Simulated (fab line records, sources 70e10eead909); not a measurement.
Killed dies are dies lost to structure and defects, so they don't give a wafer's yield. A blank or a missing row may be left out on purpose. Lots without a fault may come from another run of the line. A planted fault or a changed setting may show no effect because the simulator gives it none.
fab line records | flow nand_harc
record lots=24 wafers=72 last_day=24
route steps=1159 shown A_CONTACT@843
lots that met no fault: from a run of the same line without faults
start_h: hours from the record's first day to the start of the lot's first wafer shown | wait_h: hours since the lot's step before | " the same as in the row above | L1.1+2: a row that stands for several wafers | - no value, or no start given | * or withheld: withheld | < > ~ a bound
route shown NAME@n: a module of which the file shows steps, and the number in the route of the first | usual: mean/standard deviation of fault-free wafers | same: alike in all rows | chamber/n: place in a boat | sites: the reading at each site | _std_site: their standard deviation | _edge_site: outer sites' mean less inner sites' | radius_mm: how far each site lies from the wafer's centre | mask NAME#n: copy n | behind: the tool/chamber that last shaped the wafer | hold: why the lot was held/for how many hours/how that ended | device: the transistor (n, p or np) that didn't switch | end of line: the same wafers' tests at the end of the route | a step without rows: its recipe alone | killed: dies lost to structure and defects at the first sort, not the wafer's yield | map: a wafer's dies, x killed, . not, _ none there
set.NAME: the setting as run; set.NAME@STEP: as run at that earlier step | model.NAME: the simulator's own value behind a step, which no gauge read
steps of the route over a sample of lots; a table a step, a row a wafer
services: from which hour (start_h, from the record's first day; less than 0 if before it) a tool's chamber was out of use, for how many hours, and why
## steps
# step NHARC_A_CONTACT_DEP_29
# recipe target_thk_a=700 target_thk_nm=70 temp_c=400 pressure_torr=3.5 flow_sccm=200 rf_w=350 material=SiON
# usual heater_power_w=732/83 showerhead_vpp_V=1171/58 susceptor_temp_C=400.02/0.22
# columns lot.wafer tool chamber start_h wait_h heater_power_w showerhead_vpp_V susceptor_temp_C
L074.1 pecvd-04 1 354.41 1.9 676 1117 400.27
L074.3 " 2 " " 718 1120 399.85
L074.2 " 0 " " 784 1278 400.39
L075.3 pecvd-01 2 367.15 1.5 638 1263 400.05
L075.1 " 0 " " 787 1131 400.08
L075.4 " 0 " " 790 1126 399.97
L077.2 pecvd-01 2 372.15 1.5 627 1258 399.97
L077.6 " 0 " " 856 1114 400.18
L077.5 " 2 " " 626 1268 400.35
L076.3 pecvd-01 2 372.77 1.2 636 1280 400.26
L076.5 " 2 " " 642 1255 399.79
L076.6 " 0 " " 727 1136 400.26
L078.1 pecvd-02 2 381.80 1.9 629 1087 400.11
L078.4 " 0 " " 681 1205 399.67
L078.5 " 2 " " 633 1083 400.12
L079.3 pecvd-01 1 393.52 1.1 848 1172 400.10
L079.2 " 2 " " 600 1265 399.91
L079.4 " 0 " " 876 1118 399.82
L080.3 pecvd-01 1 397.79 1.2 875 1185 400.29
L080.2 " 2 " " 646 1264 400.25
L080.4 " 2 " " 652 1237 400.30
L081.1 pecvd-01 2 403.26 2.0 588 1262 399.79
L081.2 " 1 " " 775 1162 400.48
L081.4 " 1 " " 766 1156 400.36
L082.2 pecvd-02 2 424.80 1.5 693 1093 400.13
L082.3 " 1 " " 817 1159 399.54
L082.4 " 2 " " 705 1101 400.14
L083.2 pecvd-02 1 425.21 1.5 824 1159 399.60
L083.1 " 0 " " 691 1232 400.28
L083.4 " 2 " " 697 1095 399.85
L087.2 pecvd-02 1 434.66 1.5 748 1176 400.12
L087.1 " 0 " " 696 1225 399.55
L087.4 " 1 " " 761 1177 399.80
L084.2 pecvd-04 1 435.97 1.5 652 1133 399.73
L084.5 " 1 " " 644 1148 399.80
L084.4 " 2 " " 722 1114 399.95
L086.3 pecvd-02 1 438.83 1.2 759 1160 400.12
L086.6 " 2 " " 699 1085 399.92
L086.4 " 1 " " 767 1161 400.01
L085.3 pecvd-04 2 440.03 1.1 645 1113 399.94
L085.1 " 1 " " 596 1126 399.74
L085.6 " 2 " " 649 1119 400.21
L088.2 pecvd-02 1 443.57 1.5 818 1163 400.16
L088.4 " 1 " " 837 1175 400.15
L088.5 " 2 " " 720 1090 400.03
L090.3 pecvd-04 2 453.13 1.1 738 1102 400.16
L090.5 " 2 " " 726 1107 400.24
L090.6 " 1 " " 722 1145 399.85
L089.3 pecvd-02 2 453.31 1.1 636 1103 400.47
L089.2 " 0 " " 630 1211 400.13
L089.4 " 2 " " 645 1095 400.29
L093.3 pecvd-01 1 478.26 1.2 802 1178 400.16
L093.4 " 0 " " 720 1123 400.10
L093.5 " 1 " " 778 1182 400.19
L092.2 pecvd-02 1 483.62 1.5 746 1167 399.73
L092.1 " 2 " " 621 1090 400.30
L092.6 " 0 " " 659 1223 399.90
L094.3 pecvd-01 1 487.88 1.1 877 1180 399.83
L094.6 " 1 " " 860 1194 399.95
L094.4 " 2 " " 704 1275 400.03
L096.1 pecvd-04 0 496.28 1.9 762 1245 399.90
L096.3 " 1 " " 693 1107 400.04
L096.4 " 0 " " 746 1242 400.11
L091.3 pecvd-01 2 496.40 1.3 719 1264 400.01
L091.4 " 2 " " 702 1241 399.92
L091.5 " 1 " " 808 1170 399.95
L097.3 pecvd-01 0 500.11 1.1 840 1126 399.73
L097.1 " 2 " " 676 1294 400.11
L097.4 " 0 " " 851 1127 399.97
L095.1 pecvd-04 2 506.96 1.9 662 1118 400.16
L095.6 " 1 " " 673 1142 400.15
L095.4 " 2 " " 682 1110 399.93
# step NHARC_A_CONTACT_ETCH_112
# recipe source_w=withheld pressure_mtorr=20 bias_v=3000 time_s=94 target_depth_a=9220 ar_flow_sccm=withheld c4f8_flow_sccm=withheld o2_flow_sccm=withheld chemistry=C4F8/O2/Ar
# columns lot.wafer tool chamber start_h wait_h rf_hours_counter_h
L074.1 har_cap_etch-01 0 356.86 0.2 53
L074.2 " 1 " " 53
L074.3 " 1 " " -
L075.1 har_cap_etch-01 0 369.49 0.2 55
L075.4 " 0 " " -
L075.3 " 1 " " -
L076.3 har_cap_etch-03 1 375.15 0.1 -
L076.6 " 0 " " -
L076.5 " 1 " " -
L077.2 har_cap_etch-01 1 375.38 0.2 57
L077.5 " 0 " " -
L077.6 " 1 " " -
L078.1 har_cap_etch-02 0 384.23 0.2 11
L078.4 " 0 " " -
L078.5 " 1 " " -
L079.2 har_cap_etch-02 1 396.01 0.1 13
L079.4 " 0 " " -
L079.3 " 1 " " -
L080.2 har_cap_etch-03 1 400.17 0.2 88
L080.4 " 1 " " -
L080.3 " 0 " " -
L081.2 har_cap_etch-01 1 405.50 0.2 63
L081.1 " 0 " " 63
L081.4 " 0 " " -
L082.2 har_cap_etch-03 0 427.19 0.1 91
L082.3 " 1 " " -
L082.4 " 0 " " -
L083.1 har_cap_etch-01 0 427.76 0.2 66
L083.2 " 1 " " 66
L083.4 " 1 " " -
L087.1 har_cap_etch-03 1 437.08 0.2 92
L087.2 " 0 " " 92
L087.4 " 1 " " -
L084.2 har_cap_etch-02 1 438.48 0.1 19
L084.4 " 1 " " -
L084.5 " 1 " " -
L086.3 har_cap_etch-03 0 441.28 0.1 -
L086.4 " 1 " " -
L086.6 " 0 " " -
L085.1 har_cap_etch-01 1 442.46 0.1 68
L085.3 " 1 " " -
L085.6 " 1 " " -
L088.2 har_cap_etch-02 0 445.97 0.2 21
L088.4 " 1 " " -
L088.5 " 0 " " -
L090.3 har_cap_etch-02 1 455.77 0.1 -
L090.5 " 1 " " -
L090.6 " 0 " " -
L089.2 har_cap_etch-01 0 456.23 0.1 72
L089.3 " 1 " " -
L089.4 " 0 " " -
L093.4 har_cap_etch-02 0 480.76 0.1 -
L093.3 " 1 " " -
L093.5 " 0 " " -
L092.2 har_cap_etch-01 1 486.35 0.2 75
L092.1 " 0 " " 75
L092.6 " 1 " " -
L094.4 har_cap_etch-02 1 490.30 0.1 -
L094.3 " 0 " " -
L094.6 " 0 " " -
L096.1 har_cap_etch-01 0 498.72 0.2 77
L096.4 " 0 " " -
L096.3 " 1 " " -
L091.4 har_cap_etch-03 0 499.03 0.1 -
L091.3 " 1 " " -
L091.5 " 0 " " -
L097.1 har_cap_etch-03 0 502.87 0.1 105
L097.3 " 1 " " -
L097.4 " 0 " " -
L095.1 har_cap_etch-01 0 509.45 0.3 79
L095.4 " 0 " " -
L095.6 " 1 " " -
# step NHARC_A_CONTACT_STRIP_55
# recipe o2_flow_sccm=500 ar_flow_sccm=0 bias_w=0 chemistry=O2
# usual drypump_motor_current_A=5.9/0.41 oes_product_au=1.004/0.0066 rf_vpp_V=57.9/0.8 showerhead_plenum_p_Torr=3.64/0.1 throttle_valve_pct=17.036/0.0095
# columns lot.wafer tool chamber start_h wait_h drypump_motor_current_A oes_product_au rf_hours_counter_h rf_vpp_V showerhead_plenum_p_Torr throttle_valve_pct
L074.3 rie_diel-05 2 - - 6.2 1.002 1 59.3 3.63 17.044
L074.1 " 3 " " 5.9 1.000 2 58.1 3.71 17.035
L074.2 " 0 " " 6.3 1.007 2 59.6 3.67 17.037
L075.1 rie_diel-05 3 - - 5.9 1.001 5 57.6 3.71 17.033
L075.3 " 0 " " 6.3 0.991 5 60.0 3.67 17.043
L075.4 " 1 " " 5.3 1.002 4 57.7 3.71 17.042
L076.3 rie_diel-05 0 - - 6.4 1.012 7 57.2 3.67 17.030
L076.6 " 1 " " 5.3 1.012 - 56.6 3.70 17.027
L076.5 " 2 " " 6.2 1.002 - 59.0 3.63 17.035
L077.2 rie_diel-11 3 - - 6.5 1.018 1 57.5 3.30 17.038
L077.5 " 0 " " 6.0 1.005 - 57.0 3.59 17.043
L077.6 " 1 " " 6.2 1.023 - 58.7 3.64 17.022
L078.4 rie_diel-05 1 - - 5.3 1.011 9 57.9 3.70 17.037
L078.1 " 2 " " 6.2 1.005 9 59.1 3.63 17.034
L078.5 " 0 " " 6.3 1.017 - 57.7 3.67 17.030
L079.2 rie_diel-05 2 - - 6.2 1.000 11 58.5 3.63 17.012
L079.4 " 3 " " 5.9 1.007 11 58.5 3.71 17.039
L079.3 " 0 " " 6.3 1.010 12 57.8 3.67 17.040
L080.4 rie_diel-05 1 - - 5.3 1.004 11 58.3 3.70 17.028
L080.2 " 3 " " 5.9 0.999 12 57.5 3.71 17.041
L080.3 " 0 " " 6.3 1.003 12 57.5 3.67 17.025
L081.2 rie_diel-05 2 - - 6.3 1.008 13 58.3 3.63 17.039
L081.4 " 3 " " 5.9 1.001 13 58.0 3.71 17.031
L081.1 " 0 " " 6.3 1.013 13 58.7 3.67 17.046
L082.2 rie_diel-05 1 - - 5.3 1.008 14 59.0 3.70 17.037
L082.4 " 2 " " 6.2 1.005 15 57.6 3.63 17.036
L082.3 " 3 " " 5.9 1.010 15 57.8 3.70 17.051
L083.4 rie_diel-05 2 - - 6.2 0.998 15 58.1 3.63 17.051
L083.1 " 3 " " 5.9 1.001 15 58.0 3.70 17.042
L083.2 " 1 " " 5.3 0.997 14 56.8 3.70 17.046
L087.2 rie_diel-05 0 - - 6.3 1.010 18 56.9 3.66 17.050
L087.1 " 1 " " 5.3 1.002 17 59.6 3.70 17.032
L087.4 " 2 " " 6.2 1.009 18 56.6 3.62 17.044
L084.2 rie_diel-05 3 - - 5.9 1.009 16 57.2 3.70 17.034
L084.4 " 2 " " 6.2 0.998 18 57.1 3.62 17.046
L084.5 " 0 " " 6.4 1.004 - 58.3 3.66 17.041
L086.4 rie_diel-05 2 - - 6.2 1.009 19 56.8 3.62 17.041
L086.3 " 3 " " 5.9 1.006 17 58.0 3.70 17.035
L086.6 " 1 " " 5.3 1.001 - 57.6 3.70 17.031
L085.1 rie_diel-08 0 - - 6.2 0.997 54 58.3 3.62 17.038
L085.3 " 3 " " 5.5 1.007 50 57.4 3.38 17.043
L085.6 " 1 " " 5.6 1.005 - 56.2 3.28 17.045
L088.4 rie_diel-05 1 - - 5.3 1.010 19 57.1 3.70 17.037
L088.2 " 3 " " 5.9 1.011 18 57.6 3.70 17.038
L088.5 " 0 " " 6.3 1.014 - 58.1 3.66 17.031
L090.3 rie_diel-08 1 - - 5.6 0.996 58 56.7 3.28 17.033
L090.5 " 2 " " 5.3 0.997 - 57.6 3.74 17.038
L090.6 " 3 " " 5.5 1.002 - 56.7 3.38 17.035
L089.4 rie_diel-05 1 - - 5.3 1.007 22 58.2 3.70 17.020
L089.3 " 2 " " 6.2 1.008 22 58.1 3.62 17.049
L089.2 " 0 " " 6.3 0.999 23 58.2 3.66 17.040
L093.3 rie_diel-05 1 - - 5.3 1.013 24 57.3 3.69 17.029
L093.4 " 3 " " 5.9 1.007 23 57.1 3.70 17.040
L093.5 " 1 " " 5.3 1.009 - 57.4 3.69 17.030
L092.2 rie_diel-05 1 - - 5.3 1.000 25 59.4 3.69 17.034
L092.1 " 2 " " 6.2 1.000 25 57.8 3.62 17.033
L092.6 " 2 " " 6.2 0.992 - 58.2 3.62 17.038
L094.3 rie_diel-08 0 - - 6.2 0.994 2 57.0 3.62 17.035
L094.4 " 3 " " 5.5 0.995 3 56.9 3.38 17.016
L094.6 " 1 " " 5.6 1.002 - 58.2 3.81 17.031
L091.4 rie_diel-11 1 - - 6.1 1.022 44 58.6 3.61 17.033
L091.3 " 2 " " 5.8 1.005 44 59.0 3.47 17.043
L091.5 " 1 " " 6.2 1.018 - 58.4 3.61 17.048
L096.3 rie_diel-11 2 - - 5.9 1.004 44 58.3 3.47 17.027
L096.1 " 3 " " 6.5 1.011 42 58.0 3.28 17.042
L096.4 " 0 " " 6.0 1.002 43 56.1 3.57 17.029
L097.1 rie_diel-05 0 - - 6.3 1.001 32 57.7 3.65 17.022
L097.3 " 1 " " 5.3 1.000 30 58.4 3.69 17.037
L097.4 " 1 " " 5.3 1.006 - 57.8 3.69 17.036
L095.1 rie_diel-05 1 - - 5.3 1.011 32 56.8 3.69 17.027
L095.6 " 2 " " 6.2 0.992 - 57.1 3.62 17.046
L095.4 " 1 " " 5.3 0.992 - 57.4 3.69 17.030
# step NHARC_A_CONTACT_ETCH_75
# recipe target_depth_a=390 over_etch_frac=0.3 time_s=65 ion_energy_ev=80 cf4_flow_sccm=150 ar_flow_sccm=0 rf_w=300 bias_w=100 chemistry=CF4
# usual drypump_motor_current_A=5.9/0.4 oes_product_au=1.003/0.0069 rf_vpp_V=151.9/1.1 showerhead_plenum_p_Torr=1.81/0.065 throttle_valve_pct=13.282/0.0079
# columns lot.wafer tool chamber start_h wait_h drypump_motor_current_A oes_product_au rf_hours_counter_h rf_vpp_V showerhead_plenum_p_Torr throttle_valve_pct
L074.1 rie_diel-08 1 366.56 0.1 5.6 1.002 19 150.3 1.66 13.271
L074.3 " 2 " " 5.4 0.993 24 153.7 1.88 13.271
L074.2 " 0 " " 6.2 1.002 22 152.6 1.82 13.280
L075.1 rie_diel-05 2 378.26 0.1 6.2 1.002 7 152.1 1.82 13.274
L075.4 " 3 " " 5.9 1.018 7 152.7 1.86 13.280
L075.3 " 0 " " 6.3 1.010 7 152.4 1.84 13.275
L076.3 rie_diel-05 1 384.46 0.1 5.3 1.003 8 152.3 1.86 13.274
L076.5 " 0 " " 6.3 1.010 - 152.2 1.84 13.287
L076.6 " 1 " " 5.3 1.007 - 152.0 1.86 13.281
L077.2 rie_diel-11 2 384.83 0.1 5.8 1.007 3 151.1 1.75 13.288
L077.6 " 1 " " 6.2 1.015 - 152.1 1.82 13.271
L077.5 " 2 " " 5.8 0.995 - 152.3 1.75 13.278
L078.1 rie_diel-05 0 390.01 0.1 6.3 1.008 10 151.6 1.84 13.277
L078.4 " 3 " " 5.9 0.995 10 151.8 1.86 13.276
L078.5 " 0 " " 6.3 1.008 - 151.8 1.84 13.282
L079.4 rie_diel-08 0 401.93 0.1 6.2 1.006 35 151.4 1.82 13.302
L079.2 " 1 " " 5.6 1.002 34 149.8 1.65 13.295
L079.3 " 3 " " 5.4 1.002 33 151.1 1.70 13.282
L080.3 rie_diel-05 1 405.76 0.1 5.3 0.994 12 152.3 1.86 13.286
L080.2 " 2 " " 6.2 1.005 12 153.1 1.82 13.287
L080.4 " 0 " " 6.3 1.008 13 152.3 1.84 13.305
L081.2 rie_diel-08 0 411.70 0.1 6.2 0.994 36 153.0 1.82 13.270
L081.1 " 2 " " 5.3 0.997 40 153.1 1.88 13.285
L081.4 " 3 " " 5.5 1.000 34 152.4 1.70 13.271
L082.3 rie_diel-05 1 434.83 0.1 5.3 0.998 14 152.3 1.85 13.274
L082.2 " 0 " " 6.3 1.018 15 151.1 1.84 13.280
L082.4 " 1 " " 5.3 1.009 - 152.9 1.85 13.300
L083.2 rie_diel-05 0 435.34 0.1 6.3 1.010 16 151.1 1.84 13.277
L083.1 " 2 " " 6.2 1.005 15 151.1 1.82 13.279
L083.4 " 2 " " 6.2 0.997 - 150.9 1.82 13.291
L087.1 rie_diel-08 0 443.33 0.1 6.2 1.004 53 151.6 1.82 13.292
L087.2 " 1 " " 5.6 0.998 51 149.2 1.65 13.291
L087.4 " 3 " " 5.4 1.001 - 149.8 1.70 13.294
L084.2 rie_diel-05 3 446.29 0.1 5.9 1.010 17 152.0 1.86 13.275
L084.4 " 2 " " 6.2 1.007 19 151.7 1.82 13.292
L084.5 " 3 " " 5.9 1.008 - 152.0 1.86 13.289
L086.4 rie_diel-11 3 450.17 0.1 6.5 1.008 23 151.3 1.65 13.287
L086.3 " 0 " " 6.0 1.004 23 150.8 1.79 13.286
L086.6 " 1 " " 6.2 1.009 - 150.7 1.82 13.285
L085.3 rie_diel-05 1 450.54 0.1 5.3 1.009 19 152.6 1.85 13.273
L085.1 " 3 " " 5.9 1.003 18 153.2 1.86 13.277
L085.6 " 2 " " 6.2 1.003 - 153.7 1.82 13.276
L088.2 rie_diel-05 3 453.54 0.1 5.9 1.009 19 154.1 1.86 13.284
L088.4 " 1 " " 5.3 1.001 20 151.2 1.85 13.297
L088.5 " 2 " " 6.2 1.001 - 152.6 1.82 13.287
L090.3 rie_diel-05 1 463.06 0.1 5.3 1.003 22 152.8 1.85 13.279
L090.6 " 3 " " 5.9 1.002 - 151.9 1.86 13.289
L090.5 " 0 " " 6.3 0.998 - 151.0 1.83 13.283
L089.2 rie_diel-08 2 464.82 0.1 5.3 1.002 60 153.8 1.87 13.287
L089.4 " 3 " " 5.4 0.999 58 150.2 1.69 13.270
L089.3 " 0 " " 6.2 0.988 61 150.5 1.81 13.266
L093.4 rie_diel-05 3 486.53 0.1 5.9 0.998 23 151.6 1.85 13.278
L093.3 " 0 " " 6.3 1.002 26 152.3 1.83 13.284
L093.5 " 0 " " 6.3 1.000 - 152.1 1.83 13.282
L092.2 rie_diel-05 1 491.95 0.1 5.3 0.993 26 153.5 1.85 13.281
L092.1 " 0 " " 6.3 1.003 27 150.8 1.83 13.291
L092.6 " 2 " " 6.2 0.993 - 152.7 1.81 13.276
L094.4 rie_diel-05 0 496.03 0.1 6.3 1.004 29 153.1 1.83 13.271
L094.3 " 3 " " 5.9 0.999 26 152.1 1.85 13.279
L094.6 " 0 " " 6.3 0.999 - 151.2 1.83 13.289
L091.3 rie_diel-08 2 506.81 0.1 5.3 1.005 10 151.1 1.87 13.285
L091.4 " 0 " " 6.2 1.000 10 152.3 1.81 13.274
L091.5 " 2 " " 5.3 1.008 - 152.9 1.87 13.268
L096.1 rie_diel-05 2 507.13 0.1 6.2 1.005 30 152.4 1.81 13.270
L096.3 " 0 " " 6.3 1.009 32 151.4 1.83 13.295
L096.4 " 0 " " 6.3 1.004 - 151.5 1.83 13.292
L097.1 rie_diel-11 0 510.76 0.1 6.0 0.997 47 151.9 1.79 13.282
L097.3 " 2 " " 5.9 1.005 48 151.4 1.74 13.276
L097.4 " 3 " " 6.5 1.004 47 148.4 1.64 13.282
L095.4 rie_diel-05 0 517.46 0.1 6.3 0.998 34 151.1 1.83 13.284
L095.1 " 1 " " 5.3 1.003 32 152.0 1.85 13.291
L095.6 " 2 " " 6.2 0.997 - 152.7 1.81 13.287
# step NHARC_A_CONTACT_ETCH_127
# recipe source_w=withheld pressure_mtorr=20 bias_v=1200 time_s=155 target_depth_a=9560 ar_flow_sccm=withheld c4f8_flow_sccm=withheld o2_flow_sccm=withheld chemistry=C4F8/O2/Ar
# columns lot.wafer tool chamber start_h wait_h rf_hours_counter_h
L074.2 har_cap_etch-02 0 368.12 0.1 7
L074.1 " 1 " " 7
L074.3 " 0 " " -
L075.1 har_cap_etch-01 1 380.13 0.1 59
L075.4 " 1 " " -
L075.3 " 0 " " -
L076.3 har_cap_etch-01 1 386.05 0.1 -
L076.5 " 0 " " -
L076.6 " 1 " " -
L077.2 har_cap_etch-03 0 386.35 0.1 86
L077.5 " 0 " " -
L077.6 " 1 " " -
L078.1 har_cap_etch-01 0 391.55 0.1 61
L078.4 " 1 " " -
L078.5 " 0 " " -
L079.2 har_cap_etch-02 1 403.48 0.1 15
L079.4 " 0 " " -
L079.3 " 1 " " -
L080.2 har_cap_etch-03 1 407.29 0.1 89
L080.4 " 1 " " -
L080.3 " 0 " " -
L081.1 har_cap_etch-01 0 413.21 0.1 65
L081.2 " 1 " " 65
L081.4 " 1 " " -
L082.2 har_cap_etch-02 1 436.84 0.1 18
L082.4 " 1 " " -
L082.3 " 0 " " -
L083.1 har_cap_etch-01 0 437.32 0.1 67
L083.2 " 1 " " 67
L083.4 " 0 " " -
L087.1 har_cap_etch-03 1 445.04 0.1 95
L087.2 " 0 " " 95
L087.4 " 1 " " -
L084.2 har_cap_etch-01 1 447.93 0.1 70
L084.4 " 1 " " -
L084.5 " 1 " " -
L086.4 har_cap_etch-03 0 451.72 0.1 -
L086.3 " 1 " " -
L086.6 " 0 " " -
L085.1 har_cap_etch-02 0 452.09 0.1 22
L085.3 " 0 " " -
L085.6 " 1 " " -
L088.2 har_cap_etch-03 1 455.06 0.1 97
L088.4 " 1 " " -
L088.5 " 0 " " -
L090.3 har_cap_etch-03 1 464.65 0.1 -
L090.6 " 0 " " -
L090.5 " 1 " " -
L089.2 har_cap_etch-02 1 466.36 0.1 25
L089.4 " 0 " " -
L089.3 " 1 " " -
L093.4 har_cap_etch-03 0 488.10 0.1 -
L093.3 " 1 " " -
L093.5 " 1 " " -
L092.2 har_cap_etch-01 0 493.64 0.2 76
L092.1 " 1 " " 76
L092.6 " 0 " " -
L094.4 har_cap_etch-02 0 498.07 0.1 -
L094.3 " 1 " " -
L094.6 " 0 " " -
L091.3 har_cap_etch-02 1 508.38 0.1 -
L091.4 " 0 " " -
L091.5 " 1 " " -
L096.1 har_cap_etch-03 0 508.85 0.1 107
L096.3 " 0 " " -
L096.4 " 1 " " -
L097.1 har_cap_etch-02 1 512.30 0.1 33
L097.3 " 1 " " -
L097.4 " 0 " " -
L095.1 har_cap_etch-02 1 519.03 0.1 34
L095.4 " 1 " " -
L095.6 " 0 " " -
# step NHARC_A_CONTACT_CD_MEAS_80
# usual cd_nm=189.8/0.69
# columns lot.wafer tool chamber start_h wait_h cd_nm
L074.1 cd_sem-01 - 369.86 - 190.8
L074.2 " - " " 190.2
L074.3 " - " " 191.1
L075.1 cd_sem-02 - 381.77 - 190.0
L075.3 " - " " 189.6
L075.4 " - " " 189.6
L076.3 cd_sem-01 - 387.63 - 190.3
L076.5 " - " " 190.2
L076.6 " - " " 190.5
L077.2 cd_sem-02 - 387.99 - 188.3
L077.5 " - " " 187.9
L077.6 " - " " 187.8
L078.1 cd_sem-02 - 393.21 - 190.3
L078.4 " - " " 190.4
L078.5 " - " " 190.0
L079.2 cd_sem-01 - 405.10 - 189.9
L079.3 " - " " 190.1
L079.4 " - " " 190.2
L080.2 cd_sem-02 - 408.94 - 190.6
L080.3 " - " " 189.9
L080.4 " - " " 190.1
L081.1 cd_sem-03 - 414.86 - 188.7
L081.2 " - " " 188.9
L081.4 " - " " 189.4
L082.2 cd_sem-02 - 438.51 - 190.2
L082.3 " - " " 190.4
L082.4 " - " " 190.1
L083.1 cd_sem-02 - 438.96 - 190.5
L083.2 " - " " 189.9
L083.4 " - " " 189.7
L087.1 cd_sem-01 - 446.83 - 190.1
L087.2 " - " " 189.8
L087.4 " - " " 189.5
L084.2 cd_sem-03 - 449.57 - 191.0
L084.4 " - " " 190.9
L084.5 " - " " 190.5
L086.3 cd_sem-02 - 453.32 - 189.9
L086.4 " - " " 189.9
L086.6 " - " " 190.3
L085.1 cd_sem-02 - 453.71 - 189.5
L085.3 " - " " 190.4
L085.6 " - " " 190.2
L088.2 cd_sem-02 - 456.71 - 189.2
L088.4 " - " " 189.4
L088.5 " - " " 189.4
L090.3 cd_sem-03 - 466.21 - 189.4
L090.5 " - " " 188.9
L090.6 " - " " 188.8
L089.2 cd_sem-02 - 467.97 - 190.5
L089.3 " - " " 190.5
L089.4 " - " " 190.9
L093.3 cd_sem-03 - 491.14 - 189.4
L093.4 " - " " 189.4
L093.5 " - " " 189.3
L092.1 cd_sem-02 - 495.67 - 189.5
L092.2 " - " " 189.4
L092.6 " - " " 189.6
L094.3 cd_sem-01 - 499.70 - 190.2
L094.4 " - " " 190.1
L094.6 " - " " 190.4
L091.3 cd_sem-02 - 509.97 - 190.3
L091.4 " - " " 190.0
L091.5 " - " " 190.0
L096.1 cd_sem-03 - 510.48 - 190.2
L096.3 " - " " 189.5
L096.4 " - " " 189.7
L097.1 cd_sem-01 - 513.93 - 189.3
L097.3 " - " " 189.1
L097.4 " - " " 189.6
L095.1 cd_sem-02 - 520.64 - 188.8
L095.4 " - " " 188.1
L095.6 " - " " 189.0
## services
# columns tool chamber start_h hours kind
pecvd-02 - 334.00 13.0 pm
rie_diel-05 - 340.62 9.0 pm
rie_diel-05 0 340.62 9.0 vent_cycle
rie_diel-05 1 340.62 9.0 vent_cycle
pecvd-01 1 341.14 6.7 repair
rie_diel-08 0 341.33 3.9 repair
rie_diel-08 1 343.02 7.6 repair
rie_diel-08 3 343.92 6.9 repair
rie_diel-11 - 366.51 9.0 pm
pecvd-04 - 376.00 13.0 pm
pecvd-04 2 412.57 10.0 repair
pecvd-01 - 418.25 13.0 pm
rie_diel-08 2 418.57 3.9 repair
rie_diel-05 3 433.93 4.6 repair
rie_diel-08 2 440.89 3.3 repair
pecvd-01 - 475.99 1.6 repair
rie_diel-08 - 479.31 9.0 pm
har_cap_etch-01 - 481.07 0.2 repair
pecvd-02 1 494.81 10.6 repair
rie_diel-05 3 497.47 16.2 repair
har_cap_etch-02 - 509.96 0.2 repair
pecvd-02 - 515.00 13.0 pm
har_cap_etch-03 - 516.82 0.2 repair
rie_diel-05 - 517.74 9.0 pm
## key
fault none
